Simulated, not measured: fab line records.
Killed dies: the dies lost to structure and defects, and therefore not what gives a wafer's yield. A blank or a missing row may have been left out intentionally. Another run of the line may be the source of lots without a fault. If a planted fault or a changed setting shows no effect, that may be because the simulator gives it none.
fab line records    flow n5-finfet
[record] lots = 10  wafers = 30  last-day = 18
route steps=1938 shown BEOL_M6@1257 BEOL_M7@1270
lots untouched by any fault: they come from a run of this same line in which no faults occurred
start-h: hours from the record's opening day to when the first of the lot's shown wafers began    wait-h: how many hours have passed since the lot's step before this one    " unchanged from the row above    L1.1+2: a row that stands for several wafers    - no value, or no start was given    * or withheld: withheld    < > ~ a bound
route shown NAME@n: a module of which the file shows steps, and the number in the route of the first    usual: mean/standard deviation taken from wafers without a fault    same: alike in all rows    chamber/n: place in a boat    sites: per-site readings    _std_site: the values' standard deviation    _edge_site: the outer-site mean with the inner-site mean subtracted    radius-mm: how far each site lies from the wafer's centre    mask NAME#n: copy n    behind: the tool/chamber that last shaped the wafer    hold: why the lot went on hold/how many hours it stayed there/how the hold came to an end    device: the transistor (n, p or np) that didn't switch    end of line: the route-end tests of the same wafers    where a step has no rows: the recipe by itself    killed: dies lost to structure and defects at the first sort, not the wafer's yield    map: a wafer's dies, marking killed ones x, the rest . and places with no die _
set.NAME: the setting as run; set.NAME@STEP: as run at that earlier step    model.NAME: the simulator's own value behind a step, which no gauge read
route steps across a sampled set of lots; one table per step, one row per wafer
services: the hour from which a tool's chamber was out of use, counted from the record's first day as start-h (under 0 if before that day), plus the number of hours and why
[[steps]]
[step N5_BEOL_M6_CMP_52]
[recipe] stop-on = SiCOH_lowk  t-overpolish-s = 6.9  down-force-psi = 1  platen-rpm = 50  clearing-platen-down-force-psi = 1.5  clearing-platen-rpm = 50  post-cmp-clean = cu-alkaline  target-thk-nm = 80  clearing-platen-pad-velocity-m-s = 0.99484  pad-velocity-m-s = 0.99484
[usual] barrier-field-endpoint-s = 28.6/0.74  clearing-platen-rpm = 49.998/0.026  edge-zone-pressure-frac = 0.999/0.0046  motor-current-A = 5.8/0.55  overpolish-run-s = 6.900/0.0088  platen-rpm = 50.00/0.038  retaining-ring-pressure-frac = 1.000/0.0047  time-to-endpoint-s = 61/3.1
lot.wafer  tool    chamber  start-h  wait-h  barrier-field-endpoint-s  clearing-platen-rpm  edge-zone-pressure-frac  motor-current-A  overpolish-run-s  platen-rpm  retaining-ring-pressure-frac  time-to-endpoint-s
L300.1     cmp-02  3        187.64   0.3     28.0                      50.016               1.004                    5.2              6.894             49.99       1.003                         63
L300.4     "       0        "        "       28.3                      49.977               0.999                    5.2              6.914             49.99       0.994                         60
L300.6     "       3        "        "       28.0                      49.969               0.995                    5.1              6.895             50.04       1.001                         59
L299.2     cmp-02  0        194.47   0.2     28.1                      50.010               0.997                    4.7              6.917             49.97       1.006                         59
L299.6     "       0        "        "       28.0                      50.004               1.003                    5.3              6.890             49.94       1.004                         59
L299.5     "       1        "        "       27.7                      50.062               0.999                    5.8              6.890             50.09       1.001                         56
L301.2     cmp-02  0        197.43   0.2     27.4                      49.946               0.995                    5.3              6.892             49.99       0.993                         57
L301.5     "       3        "        "       28.3                      49.969               0.998                    5.0              6.915             49.98       0.998                         57
L301.6     "       0        "        "       27.9                      49.939               1.000                    5.0              6.900             49.96       0.994                         57
L303.2     cmp-04  1        208.69   0.2     27.6                      49.963               1.006                    5.7              6.888             50.04       0.999                         60
L303.4     "       2        "        "       27.6                      49.995               0.998                    6.2              6.901             50.00       1.004                         61
L303.1     "       0        "        "       28.3                      50.005               0.993                    6.0              6.913             49.95       0.998                         61
L307.1     cmp-01  3        239.72   0.3     28.5                      50.025               0.993                    6.1              6.906             49.98       1.004                         63
L307.6     "       3        "        "       28.6                      49.972               0.998                    5.8              6.914             49.97       0.999                         62
L307.5     "       0        "        "       29.6                      50.008               1.002                    6.4              6.889             50.01       0.996                         64
L308.3     cmp-02  3        249.50   0.2     29.1                      50.029               0.998                    5.0              6.901             49.95       1.000                         61
L308.4     "       2        "        "       28.4                      50.046               0.998                    5.9              6.913             50.09       0.997                         59
L308.5     "       3        "        "       27.9                      49.971               0.999                    5.3              6.907             49.96       1.002                         63
L309.1     cmp-04  2        259.39   0.3     29.5                      50.022               0.997                    6.0              6.905             49.98       1.000                         64
L309.4     "       1        "        "       29.5                      49.997               0.993                    5.5              6.919             49.98       1.001                         64
L309.5     "       3        "        "       30.2                      50.014               1.000                    5.8              6.895             50.01       0.997                         65
L320.3     cmp-01  3        318.51   0.2     29.3                      50.007               1.001                    5.8              6.933             50.00       0.991                         63
L320.2     "       0        "        "       28.6                      50.014               1.001                    6.4              6.906             50.08       1.002                         63
L320.4     "       1        "        "       29.1                      49.967               1.004                    7.2              6.910             49.97       1.005                         62
L319.1     cmp-01  0        319.93   0.3     28.2                      50.001               1.005                    6.1              6.905             49.98       0.991                         59
L319.4     "       1        "        "       29.1                      49.989               0.994                    7.2              6.898             50.05       0.987                         61
L319.3     "       2        "        "       27.7                      50.006               0.998                    5.2              6.898             49.98       0.998                         57
L321.1     cmp-04  2        335.94   0.3     28.4                      49.997               0.997                    5.8              6.900             49.97       1.003                         59
L321.2     "       0        "        "       28.5                      49.981               0.994                    6.2              6.907             50.02       0.999                         58
L321.6     "       1        "        "       29.7                      49.942               0.995                    5.6              6.893             50.02       1.004                         60
[step N5_BEOL_M7_COAT_05]
[recipe] resist = CAR-ArF  spin-rpm = 1500  resist-thk-nm = 90
[usual] spin-speed-rpm = 1500.1/0.99
lot.wafer  tool            chamber  start-h  wait-h  spin-speed-rpm
L300.1     litho-track-04  0        190.05   -       1500.2
L300.4     "               0        "        "       1501.3
L300.6     "               0        "        "       1501.4
L299.2     litho-track-02  0        196.61   -       1500.3
L299.5     "               0        "        "       1499.6
L299.6     "               0        "        "       1501.1
L301.2     litho-track-02  0        199.67   -       1499.6
L301.5     "               0        "        "       1499.8
L301.6     "               0        "        "       1500.4
L303.1     litho-track-05  0        211.37   -       1499.8
L303.2     "               0        "        "       1499.6
L303.4     "               0        "        "       1499.0
L307.1     litho-track-05  0        242.51   -       1500.4
L307.5     "               0        "        "       1500.0
L307.6     "               0        "        "       1500.0
L308.3     litho-track-05  0        252.41   -       1602.1
L308.4     "               0        "        "       1602.2
L308.5     "               0        "        "       1601.8
L309.1     litho-track-05  0        261.56   -       1601.7
L309.4     "               0        "        "       1602.1
L309.5     "               0        "        "       1603.6
L320.2     litho-track-02  0        320.59   -       1499.5
L320.3     "               0        "        "       1500.7
L320.4     "               0        "        "       1499.2
L319.1     litho-track-02  0        324.84   -       1501.5
L319.3     "               0        "        "       1498.2
L319.4     "               0        "        "       1500.8
L321.1     litho-track-05  0        340.92   -       1500.5
L321.2     "               0        "        "       1499.5
L321.6     "               0        "        "       1499.8
[step N5_BEOL_M7_OVL_MEAS_12]
[recipe] points-per-wafer = 44
[usual] M7_OVL = 0.3/0.74
lot.wafer  tool        chamber  start-h  wait-h  M7_OVL[nm]
L300.1     overlay-01  0        190.45   0.0     0.0
L300.4     "           0        "        "       0.2
L300.6     "           0        "        "       0.0
L299.2     overlay-02  0        197.00   0.0     1.2
L299.5     "           0        "        "       1.4
L299.6     "           0        "        "       0.4
L301.2     overlay-01  0        200.08   0.0     0.4
L301.5     "           0        "        "       1.2
L301.6     "           0        "        "       0.8
L303.1     overlay-01  0        211.77   0.0     0.3
L303.2     "           0        "        "       -1.1
L303.4     "           0        "        "       -0.5
L307.1     overlay-01  0        242.78   0.0     -0.4
L307.5     "           0        "        "       0.2
L307.6     "           0        "        "       -0.5
L308.3     overlay-01  0        252.69   0.0     -0.7
L308.4     "           0        "        "       -0.5
L308.5     "           0        "        "       -0.3
L309.1     overlay-02  0        261.96   0.0     0.3
L309.4     "           0        "        "       0.0
L309.5     "           0        "        "       0.6
L320.2     overlay-02  0        320.99   0.0     0.8
L320.3     "           0        "        "       0.5
L320.4     "           0        "        "       0.6
L319.1     overlay-02  0        325.24   0.0     0.0
L319.3     "           0        "        "       -0.3
L319.4     "           0        "        "       -1.4
L321.1     overlay-01  0        341.32   0.0     -0.3
L321.2     "           0        "        "       0.7
L321.6     "           0        "        "       0.5
[step N5_BEOL_M7_ETCH_61]
[recipe] chemistry = CF4  target = SiARC  target-depth-a = 455  mask-material = CAR-ArF  time-s = 75.8  ion-energy-ev = 80  pressure-mtorr = 40  source-w = 545  bias-w = 36  Ar_flow_sccm = 100  cf4-flow-sccm = 100  ends = cleared
[usual] cf4-flow-sccm = 100.0/0.3  drypump-motor-current-A = 6.0/0.52  etch-rf-on-time-s = 76.5/1.9  oes-product-au = 0.69/0.077  rf-vpp-V = 184.1/1.1  showerhead-plenum-p-Torr = 2.15/0.064  throttle-valve-pct = 15.57/0.2
lot.wafer  tool         chamber  start-h  wait-h  cf4-flow-sccm  drypump-motor-current-A  etch-rf-on-time-s  oes-product-au  rf-hours-counter-h  rf-vpp-V  showerhead-plenum-p-Torr  throttle-valve-pct
L300.1     rie-diel-04  1        190.54   0.0     100.1          5.3                      77.5               0.57            246                 185.0     2.20                      15.63
L300.4     "            3        "        "       100.6          5.5                      75.8               0.80            -                   184.8     2.28                      15.15
L300.6     "            1        "        "       99.8           5.3                      76.8               0.57            -                   184.7     2.20                      15.63
L299.2     rie-diel-02  3        197.11   0.0     99.9           6.5                      77.7               0.65            160                 183.8     2.13                      15.72
L299.5     "            3        "        "       99.9           6.5                      78.5               0.64            -                   183.5     2.13                      15.71
L299.6     "            2        "        "       99.9           6.7                      79.0               0.69            -                   185.0     2.17                      15.88
L301.2     rie-diel-02  1        200.18   0.0     100.3          6.2                      78.1               0.79            4                   183.6     2.12                      15.46
L301.5     "            2        "        "       100.1          6.7                      79.4               0.69            -                   184.9     2.17                      15.89
L301.6     "            1        "        "       100.1          6.2                      78.5               0.78            -                   182.2     2.12                      15.47
L303.1     rie-diel-05  1        211.86   0.0     99.7           5.6                      75.1               0.65            147                 184.7     2.07                      15.53
L303.2     "            2        "        "       100.0          6.5                      75.9               0.76            43                  182.4     2.11                      15.59
L303.4     "            0        "        "       100.3          5.5                      74.0               0.60            218                 184.7     2.20                      15.60
L307.1     rie-diel-04  1        243.24   0.0     99.8           5.3                      74.6               0.84            0                   184.4     2.20                      15.16
L307.5     "            1        "        "       99.9           5.3                      75.1               0.83            -                   185.6     2.20                      15.16
L307.6     "            0        "        "       99.8           5.4                      76.2               0.81            -                   184.2     2.18                      15.63
L308.3     rie-diel-04  2        252.97   0.0     99.7           5.7                      75.2               0.59            264                 184.5     2.20                      15.73
L308.4     "            0        "        "       99.9           5.4                      76.5               0.78            11                  184.4     2.18                      15.63
L308.5     "            0        "        "       100.3          5.4                      77.3               0.78            -                   185.9     2.18                      15.63
L309.1     rie-diel-02  0        262.68   0.0     99.7           5.0                      71.3               0.84            16                  185.7     2.26                      15.28
L309.4     "            1        "        "       100.4          6.1                      78.0               0.74            23                  184.2     2.11                      15.52
L309.5     "            2        "        "       99.8           6.8                      78.5               0.68            -                   185.4     2.16                      15.93
L320.2     rie-diel-04  0        321.08   0.0     99.9           5.4                      76.4               0.75            33                  184.2     2.18                      15.68
L320.3     "            2        "        "       99.9           5.7                      72.2               0.84            8                   184.6     2.19                      15.20
L320.4     "            3        "        "       100.3          5.4                      76.5               0.73            59                  185.5     2.26                      15.25
L319.1     rie-diel-02  2        325.36   0.0     99.5           6.7                      78.9               0.66            118                 183.2     2.16                      15.97
L319.3     "            1        "        "       99.9           6.2                      78.6               0.70            42                  183.3     2.10                      15.53
L319.4     "            1        "        "       100.1          6.2                      78.0               0.71            -                   182.0     2.10                      15.55
L321.1     rie-diel-05  1        341.97   0.0     99.8           5.6                      76.4               0.62            185                 184.3     2.05                      15.59
L321.2     "            2        "        "       99.7           6.5                      77.4               0.70            83                  184.0     2.10                      15.65
L321.6     "            1        "        "       99.6           5.6                      76.3               0.62            -                   183.2     2.05                      15.61
[[services]]
tool         chamber  start-h  hours  kind
cmp-04       -        176.96   4.8    pm
cmp-02       -        179.48   2.3    repair
rie-diel-04  0        184.42   -      clean
rie-diel-04  0        184.42   -      consumable-replace:esc
rie-diel-04  0        184.42   -      consumable-replace:focus-ring
rie-diel-04  0        184.42   36.4   scheduled-down
rie-diel-04  0        184.42   36.4   vent-cycle
rie-diel-02  0        191.04   -      clean
rie-diel-02  0        191.04   -      consumable-replace:focus-ring
rie-diel-02  0        191.04   -      consumable-replace:showerhead
rie-diel-02  0        191.04   13.5   scheduled-down
rie-diel-02  0        191.04   13.5   vent-cycle
rie-diel-04  1        220.95   -      clean
rie-diel-04  1        220.95   -      consumable-replace:focus-ring
rie-diel-04  1        220.95   21.6   scheduled-down
rie-diel-04  1        220.95   21.6   vent-cycle
cmp-01       -        221.34   4.7    pm
cmp-04       -        223.57   4.0    pm
cmp-02       -        240.06   4.0    pm
cmp-04       -        247.54   5.0    repair
cmp-01       -        303.82   4.0    pm
cmp-04       -        318.51   3.0    repair
cmp-01       -        320.38   5.9    pm
rie-diel-02  0        324.30   6.3    repair
[[key]]
[first-sign] step = N5_BEOL_M7_COAT_05  reading = spin-speed-rpm  direction = up  sigmas = 99+  usual = *  struck = *
effect none on later readings
met-at N5_BEOL_M7_COAT_05
struck-lots L308,L309
not-acting-at N5_BEOL_M6_CMP_52,N5_BEOL_M7_OVL_MEAS_12,N5_BEOL_M7_ETCH_61
onset-between 242.51 252.41
[fault] kind = process-parameter-drift  tool = litho-track-05  chamber = -  onset-h = 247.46  steps = N5_BEOL_M7_COAT_05  channel = spin-rpm  offset = *  shape = step  end-h = 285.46  acts-in = *  stated = *
